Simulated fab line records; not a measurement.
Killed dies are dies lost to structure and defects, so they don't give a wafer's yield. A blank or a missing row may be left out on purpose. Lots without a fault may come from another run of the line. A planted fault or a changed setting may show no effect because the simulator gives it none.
Split-lot experiment :: flow n5Finfet :: 7 lots, 39 wafers read, on a route of 1938 steps

ON THE SPLIT
At N5_DUMMY_GATE_ETCH_42 (etches SiO2 in CHF3/O2, target depth 3.5 nm, time 31 s), the setting biasW was moved away from the recipe's 12 W on 12 of the 39 wafers read, by -18.8% to +14.9%. This setting was run at the recipe's value on the other wafers.

The reading is taken at the split's own step.

THE READING
rfVppV, in V, at N5_DUMMY_GATE_ETCH_42 (etches SiO2 in CHF3/O2, target depth 3.5 nm, time 31 s). Fault-free wafers of this fab line usually give 42.6 V, standard deviation 1.1 V.

wafer: L076.1
tool, chamber at the split: rieDiel-01, 0
biasW as run, W: 12
against the recipe: recipe
rfVppV, V: 42.7
against lot-mates on the recipe: -

wafer: L076.2
tool, chamber at the split: rieDiel-01, 2
biasW as run, W: 12
against the recipe: recipe
rfVppV, V: 43.3
against lot-mates on the recipe: -

wafer: L076.3
tool, chamber at the split: rieDiel-01, 1
biasW as run, W: 12
against the recipe: recipe
rfVppV, V: 41.2
against lot-mates on the recipe: -

wafer: L076.4
tool, chamber at the split: rieDiel-01, 3
biasW as run, W: 12
against the recipe: recipe
rfVppV, V: 41.5
against lot-mates on the recipe: -

wafer: L076.5
tool, chamber at the split: rieDiel-01, 2
biasW as run, W: 12
against the recipe: recipe
rfVppV, V: 43.3
against lot-mates on the recipe: -

wafer: L076.6
tool, chamber at the split: rieDiel-01, 1
biasW as run, W: 12
against the recipe: recipe
rfVppV, V: 42.5
against lot-mates on the recipe: -

wafer: L078.1
tool, chamber at the split: rieDiel-01, 2
biasW as run, W: 12
against the recipe: recipe
rfVppV, V: 43.0
against lot-mates on the recipe: -

wafer: L078.2
tool, chamber at the split: rieDiel-01, 0
biasW as run, W: 13.79
against the recipe: +14.9%
rfVppV, V: 47.4
against lot-mates on the recipe: +4.7

wafer: L078.3
tool, chamber at the split: rieDiel-01, 3
biasW as run, W: 12
against the recipe: recipe
rfVppV, V: 41.5
against lot-mates on the recipe: -

wafer: L078.4
tool, chamber at the split: rieDiel-01, 1
biasW as run, W: 13.79
against the recipe: +14.9%
rfVppV, V: 46.1
against lot-mates on the recipe: +3.4

wafer: L078.5
tool, chamber at the split: rieDiel-01, 1
biasW as run, W: 13.79
against the recipe: +14.9%
rfVppV, V: 46.7
against lot-mates on the recipe: +4.0

wafer: L078.6
tool, chamber at the split: rieDiel-01, 2
biasW as run, W: 12
against the recipe: recipe
rfVppV, V: 43.6
against lot-mates on the recipe: -

wafer: L079.1
tool, chamber at the split: rieDiel-02, 1
biasW as run, W: 12.85
against the recipe: +7.1%
rfVppV, V: 46.4
against lot-mates on the recipe: +3.2

wafer: L079.2
tool, chamber at the split: rieDiel-02, 2
biasW as run, W: 12.85
against the recipe: +7.1%
rfVppV, V: 46.4
against lot-mates on the recipe: +3.2

wafer: L079.3
tool, chamber at the split: rieDiel-02, 0
biasW as run, W: 12.85
against the recipe: +7.1%
rfVppV, V: 44.7
against lot-mates on the recipe: +1.5

wafer: L079.4
tool, chamber at the split: rieDiel-02, 3
biasW as run, W: 12
against the recipe: recipe
rfVppV, V: 42.1
against lot-mates on the recipe: -

wafer: L079.5
tool, chamber at the split: rieDiel-02, 2
biasW as run, W: 12
against the recipe: recipe
rfVppV, V: 43.9
against lot-mates on the recipe: -

wafer: L079.6
tool, chamber at the split: rieDiel-02, 1
biasW as run, W: 12
against the recipe: recipe
rfVppV, V: 43.5
against lot-mates on the recipe: -

wafer: L080.1
tool, chamber at the split: rieDiel-05, 2
biasW as run, W: 9.741
against the recipe: -18.8%
rfVppV, V: 35.5
against lot-mates on the recipe: -7.0

wafer: L080.2
tool, chamber at the split: rieDiel-05, 1
biasW as run, W: 9.741
against the recipe: -18.8%
rfVppV, V: 36.3
against lot-mates on the recipe: -6.2

wafer: L080.3
tool, chamber at the split: rieDiel-05, 3
biasW as run, W: 12
against the recipe: recipe
rfVppV, V: 43.4
against lot-mates on the recipe: -

wafer: L080.4
tool, chamber at the split: rieDiel-05, 0
biasW as run, W: 12
against the recipe: recipe
rfVppV, V: 43.3
against lot-mates on the recipe: -

wafer: L080.5
tool, chamber at the split: rieDiel-05, 1
biasW as run, W: 12
against the recipe: recipe
rfVppV, V: 40.9
against lot-mates on the recipe: -

wafer: L080.6
tool, chamber at the split: rieDiel-05, 0
biasW as run, W: 9.741
against the recipe: -18.8%
rfVppV, V: 36.7
against lot-mates on the recipe: -5.8

wafer: L081.3
tool, chamber at the split: rieDiel-02, 2
biasW as run, W: 12
against the recipe: recipe
rfVppV, V: 43.8
against lot-mates on the recipe: -

wafer: L081.4
tool, chamber at the split: rieDiel-02, 0
biasW as run, W: 12
against the recipe: recipe
rfVppV, V: 43.0
against lot-mates on the recipe: -

wafer: L081.5
tool, chamber at the split: rieDiel-02, 2
biasW as run, W: 12
against the recipe: recipe
rfVppV, V: 43.0
against lot-mates on the recipe: -

wafer: L084.1
tool, chamber at the split: rieDiel-05, 3
biasW as run, W: 12
against the recipe: recipe
rfVppV, V: 43.2
against lot-mates on the recipe: -

wafer: L084.2
tool, chamber at the split: rieDiel-05, 1
biasW as run, W: 12
against the recipe: recipe
rfVppV, V: 41.6
against lot-mates on the recipe: -

wafer: L084.3
tool, chamber at the split: rieDiel-05, 2
biasW as run, W: 12
against the recipe: recipe
rfVppV, V: 41.3
against lot-mates on the recipe: -

wafer: L084.4
tool, chamber at the split: rieDiel-05, 0
biasW as run, W: 12
against the recipe: recipe
rfVppV, V: 44.7
against lot-mates on the recipe: -

wafer: L084.5
tool, chamber at the split: rieDiel-05, 2
biasW as run, W: 12
against the recipe: recipe
rfVppV, V: 41.6
against lot-mates on the recipe: -

wafer: L084.6
tool, chamber at the split: rieDiel-05, 3
biasW as run, W: 12
against the recipe: recipe
rfVppV, V: 41.9
against lot-mates on the recipe: -

wafer: L088.1
tool, chamber at the split: rieDiel-02, 2
biasW as run, W: 12
against the recipe: recipe
rfVppV, V: 41.3
against lot-mates on the recipe: -

wafer: L088.2
tool, chamber at the split: rieDiel-02, 1
biasW as run, W: 12
against the recipe: recipe
rfVppV, V: 43.0
against lot-mates on the recipe: -

wafer: L088.3
tool, chamber at the split: rieDiel-02, 0
biasW as run, W: 10.13
against the recipe: -15.6%
rfVppV, V: 39.8
against lot-mates on the recipe: -3.0

wafer: L088.4
tool, chamber at the split: rieDiel-02, 3
biasW as run, W: 10.13
against the recipe: -15.6%
rfVppV, V: 36.4
against lot-mates on the recipe: -6.4

wafer: L088.5
tool, chamber at the split: rieDiel-02, 2
biasW as run, W: 10.13
against the recipe: -15.6%
rfVppV, V: 37.1
against lot-mates on the recipe: -5.7

wafer: L088.6
tool, chamber at the split: rieDiel-02, 1
biasW as run, W: 12
against the recipe: recipe
rfVppV, V: 44.1
against lot-mates on the recipe: -

FIT RESULTS
A straight line over all 39 wafers: rfVppV changes by +0.324 V for each +1% of biasW; r = +0.93; the points scatter about the line by 1.1 V.
The same after taking each lot's own level away (the mean of its wafers on the recipe; 39 wafers): +0.318 V for each +1%; r = +0.93; scatter 1 V.
That fit puts the effect of the largest move of biasW on the reading at 6 V.
Measured against the standard deviation above, the lots' own levels, which go from 42.38 to 43.27 V, span 0.8 times it.
Hence the lot-to-lot level has little effect on the slope; both slopes agree.
Check: with one of the wafers moved furthest among these (-18.8%) left out of the fit, the line predicts -5.87 V for it against its lot-mates. It came out at -7.03 V against them.
Tool readings at the split's step, against how far the setting was moved: rfVppV r = +0.93.

THE OTHER SPLITS THESE WAFERS WENT THROUGH
Note: prior to the reading, these wafers also went through further splits. Each is held against what the fit with the lots' levels taken away leaves over:
other split on the same wafers: N5_FIN_CUT_EXPOSE_05 doseMj
wafers away from the commonest value: 15
r with rfVppV (lot level and that fit taken away): +0.12

other split on the same wafers: N5_DUMMY_GATE_CVD_03 tempC
wafers away from the commonest value: 24
r with rfVppV (lot level and that fit taken away): -0.06

other split on the same wafers: N5_DUMMY_GATE_ETCH_37 sourceW
wafers away from the commonest value: 9
r with rfVppV (lot level and that fit taken away): -0.28

other split on the same wafers: N5_DUMMY_GATE_ETCH_31 targetDepthA
wafers away from the commonest value: 15
r with rfVppV (lot level and that fit taken away): -0.27

other split on the same wafers: N5_DUMMY_GATE_ETCH_32 timeS
wafers away from the commonest value: 15
r with rfVppV (lot level and that fit taken away): +0.35

THE FILE'S OWN FIT
rfVppV changes by +0.319 V for each +1% of biasW, r = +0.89.
